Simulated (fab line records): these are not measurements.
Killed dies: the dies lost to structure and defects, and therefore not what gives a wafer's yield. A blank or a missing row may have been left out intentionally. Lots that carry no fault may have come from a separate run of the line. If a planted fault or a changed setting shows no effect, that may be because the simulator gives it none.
A struck lot beside a sound one ; flow nand harc ; 15 steps out of a route of 1159
Sound: the wafers L171.4, L171.5, L171.6. Wafers L184.1, L184.2, L184.6 were the ones struck. Last of all comes the cause.
At each step with rows: each side's tool, then ch and its chambers, then its first start. Under that, the readings that differ: sound wafers ; struck wafers ; difference of the means ; sigmas: that difference in standard deviations of wafers without a fault.
alike: same words and numbers on both sides, and readings whose means sit less than 2 such deviations apart. not compared: any withheld reading, any reading some wafer has no value for, any bound like >300 that may hide the same value, and any number with overlapping values for which the record gives no deviation.
The two part at a step that has a row with sigmas, a row that says differs or no value, or rows on one side only. When numbers do not overlap yet have no deviation, they are printed without sigmas and do not part them. Lack of a reading on every wafer of one side parts them only where that side has two or more wafers.

first, 2 steps without rows for these wafers: NHARC_A_CONTACT_STRIP_100 (strips in CF4/CHF3); NHARC_A_CONTACT_STRIP_101 (strips in O2/COS).
NHARC_A_CONTACT_ETCH_102: etches the open film in CF4/O2, target depth 70 nm, overetch 7 nm, time 38.5 s.
  sound on rie diel-01 ch 0,3, day 17 17:25; struck on rie diel-01 ch 1,3, day 20 06:16
  alike: drypump motor current A, oes product au, rf fwd power W, rf vpp V, showerhead plenum p Torr, throttle valve pct
  not compared: rf hours counter h
NHARC_A_CONTACT_STRIP_55: strips in O2.
  sound: rie diel-01 ch 0,2,3; struck: rie diel-01 ch 0,2
  alike: drypump motor current A, oes product au, rf vpp V, showerhead plenum p Torr, throttle valve pct
  not compared: rf hours counter h
then, 1 step without rows for these wafers: NHARC_A_CONTACT_STRIP_56 (strips in post etch residue remover, time 600 s).
NHARC_A_CONTACT_DEP_57: deposits aC, target thk 2800 nm.
  sound on acl dep-02 ch 0, day 17 18:56; struck on acl dep-01 ch 0, day 20 08:08
  alike: throttle valve pct
NHARC_A_CONTACT_DEP_58: deposits SiON, target thk 60 nm.
  sound on pecvd-01 ch 0,1,2, day 17 19:54; struck on pecvd-01 ch 0,2, day 20 09:52
  alike: heater power w, rf fwd power W
then, 5 steps without rows for these wafers: NHARC_A_CONTACT_DEHYDRATE_59 (time 120 s); NHARC_A_CONTACT_HMDS_60 (time 30 s); NHARC_A_CONTACT_COAT_61 (time 75 s); NHARC_A_CONTACT_COAT_62 (time 65 s); NHARC_A_CONTACT_COAT_63 (resist thk 90 nm).
NHARC_A_CONTACT_SOFTBAKE_64: time 55 s.
  sound on litho track-01 ch 0, day 17 20:00; struck on litho track-06 ch 0, day 20 10:00
reading;sound;struck;difference;sigmas
heater power total W (W);188.45 188.40 188.71;198.32 198.24 198.04;+9.68;+69
plate temp C (C);104.82 104.87 104.98;- - -;no value on the struck wafers;
  alike: exhaust pa, resist line temp C
then, 1 step without rows for these wafers: NHARC_A_CONTACT_EBR_65.
-- jump in the record: it breaks off in module A_CONTACT and resumes in module END (first step shown: number 1159 of the route), and 3 days separate the struck wafers' starts before and after --
NHARC_END_SORT_01:
  sound on prober-02 ch 0, day 20 13:21; struck on prober-01 ch 0, day 23 08:05
reading;sound;struck;difference;sigmas
killed at array;10 6 11;24 31 34;+21;+2
killed at other;0 0 0;2 3 4;+3;+2
killed dies;18 12 14;35 42 46;+26;+3
  alike: killed at periphery, killed open, killed short

== WHERE THEY PART ==
Earliest at NHARC_A_CONTACT_SOFTBAKE_64; latest, in this record, at NHARC_END_SORT_01.

WHY: whatever the simulator had introduced
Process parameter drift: litho track-06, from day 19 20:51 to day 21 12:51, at NHARC_A_CONTACT_SOFTBAKE_64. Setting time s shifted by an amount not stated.
